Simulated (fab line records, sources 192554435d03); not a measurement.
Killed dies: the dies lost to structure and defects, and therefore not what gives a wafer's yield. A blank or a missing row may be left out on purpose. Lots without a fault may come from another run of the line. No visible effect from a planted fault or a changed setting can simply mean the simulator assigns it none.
Matching of chambers    flow n5 finfet    rie diel-06 running N5_FIN_SAQP_STRIP_55: 4 sister chambers
The step strips in N2/H2. 4 wafers are shown with their chamber, then 12 later ones without.

## EACH WAFER AND ITS CHAMBER
wafer   chamber  drypump motor current A (A)
L079.1  3        6.4
L086.6  2        4.9
L090.4  1        5.8
L090.6  0        6.4

## WAFERS MISSING THEIR CHAMBER
wafer   drypump motor current A (A)
L091.2  6.3
L091.3  5.8
L091.5  4.9
L094.2  5.8
L094.3  5.0
L094.6  5.8
L095.2  5.8
L095.5  5.8
L095.6  6.4
L097.2  5.8
L097.3  4.9
L097.6  6.4

## WHICH CHAMBER EACH ONE RAN IN
wafer   from the rows above      in truth
L091.2  can't be placed: 0 or 3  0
L091.3  1                        1
L091.5  2                        2
L094.2  1                        1
L094.3  2                        2
L094.6  1                        1
L095.2  1                        1
L095.5  1                        1
L095.6  can't be placed: 0 or 3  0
L097.2  1                        1
L097.3  2                        2
L097.6  can't be placed: 0 or 3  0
9 of 12 placed correctly. Unplaceable from these rows: 3, with the true chamber sitting among the candidates in 3. 0 placed wrongly.
How it was worked out, from the rows above alone: a wafer's distance from a chamber is the root of the sum, over the readings, of the square of ((its reading less the chamber's mean) divided by the reading's scatter). If the next closest chamber is less than 2 further off than the closest, the wafer can't be placed; otherwise it belongs to the closest. A chamber's mean is the mean of its shown wafers. The scatter: root of mean squared gap, hidden wafer to nearest shown wafer, with one shown wafer a chamber.
